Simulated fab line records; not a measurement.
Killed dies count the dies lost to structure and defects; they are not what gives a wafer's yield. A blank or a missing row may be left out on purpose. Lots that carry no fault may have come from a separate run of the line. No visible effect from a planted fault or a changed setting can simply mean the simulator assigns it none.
A struck lot beside a sound one	flow nand harc	15 steps out of a route of 1302
Sound: these wafers, L567.2, L567.4, L567.6. The struck wafers were L580.1, L580.4, L580.5. The cause comes at the end.
At each step with rows: each side's tool, then ch and its chambers, then its first start. Under that, the readings that differ: sound wafers	struck wafers	difference of the means	sigmas: that difference in standard deviations of wafers without a fault.
alike: a reading whose means differ by less than 2 such deviations, as well as words and numbers matching on both sides. not compared: withheld readings; readings where some wafer has no value; bounds like >300 that might hide an equal value; numbers whose values overlap and for which the record gives no deviation.
The two part at a step that has a row with sigmas, a row that says differs or no value, or rows on one side only. When numbers do not overlap yet have no deviation, they are printed without sigmas and do not part them. A reading missing from all wafers of one side parts the sides only when that side holds two or more wafers.

first, 1 step without rows for these wafers: NHARC_A_ONON_D1_DEP_09 (target thk 1000 nm).
NHARC_A_ONON_D1_THK_MEAS_11: measures by ellipsometry.
  sound on film metro-02, day 7 21:23; struck on film metro-02, day 13 04:59
reading	sound	struck	difference	sigmas
thk nm (nm)	1010 1009 1011	985 987 985	-24	-2
following that, 1 step holds no rows for these wafers, namely NHARC_A_ONON_D1_DEP_12 (target thickness 1000 nm).
NHARC_A_ONON_D1_THK_MEAS_14: measures by ellipsometry.
  sound on film metro-01, day 7 21:58; struck on film metro-02, day 13 05:35
  alike: thk nm
then, 2 steps without rows for these wafers: NHARC_A_ONON_D1_ANNEAL_15 (time 3600 s); NHARC_A_ONON_D1_DEP_16 (target thk 1000 nm).
NHARC_A_ONON_D1_THK_MEAS_18: measures by ellipsometry.
  sound on film metro-02, day 8 05:32; struck on film metro-01, day 13 13:24
  alike: thk nm
following that, 1 step holds no rows for these wafers, namely NHARC_A_ONON_D1_DEP_19 (target thickness 1000 nm).
NHARC_A_ONON_D1_THK_MEAS_21: measures by ellipsometry.
  sound on film metro-01, day 8 06:06; struck on film metro-01, day 13 13:58
  alike: thk nm
following that, 1 step holds no rows for these wafers, namely NHARC_A_ONON_D1_DEP_22 (target thickness 1000 nm).
NHARC_A_ONON_D1_THK_MEAS_24: measures by ellipsometry.
  sound on film metro-02, day 8 06:40; struck on film metro-01, day 13 14:32
  alike: thk nm
NHARC_A_ONON_D1_DEP_25: target thk 1000 nm.
  sound on pecvd onon-04 ch 0, day 8 06:46; struck on pecvd onon-03 ch 0, day 13 14:35
NHARC_A_ONON_D1_THK_MEAS_27: measures by ellipsometry.
  sound on film metro-02, day 8 07:13; struck on film metro-02, day 13 15:06
reading	sound	struck	difference	sigmas
thk nm (nm)	996 997 995	927 925 926	-70	-7
following that, 1 step holds no rows for these wafers, namely NHARC_A_ONON_D1_DEP_28 (target thickness 1000 nm).
-- the record jumps here: 17 days lie between the struck wafers' starts before and after (it left off in module A_ONON_D1 and takes up again in module END, whose first step shown is number 1302 of the route) --
NHARC_END_SORT_01:
  only the struck wafers appear in the record here, on prober-02 ch 0 at day 30 04:38; the sound ones have no rows

== WHERE THEY PART ==
First at NHARC_A_ONON_D1_THK_MEAS_11; last, within this record, at NHARC_END_SORT_01.

WHY: whatever the simulator had introduced
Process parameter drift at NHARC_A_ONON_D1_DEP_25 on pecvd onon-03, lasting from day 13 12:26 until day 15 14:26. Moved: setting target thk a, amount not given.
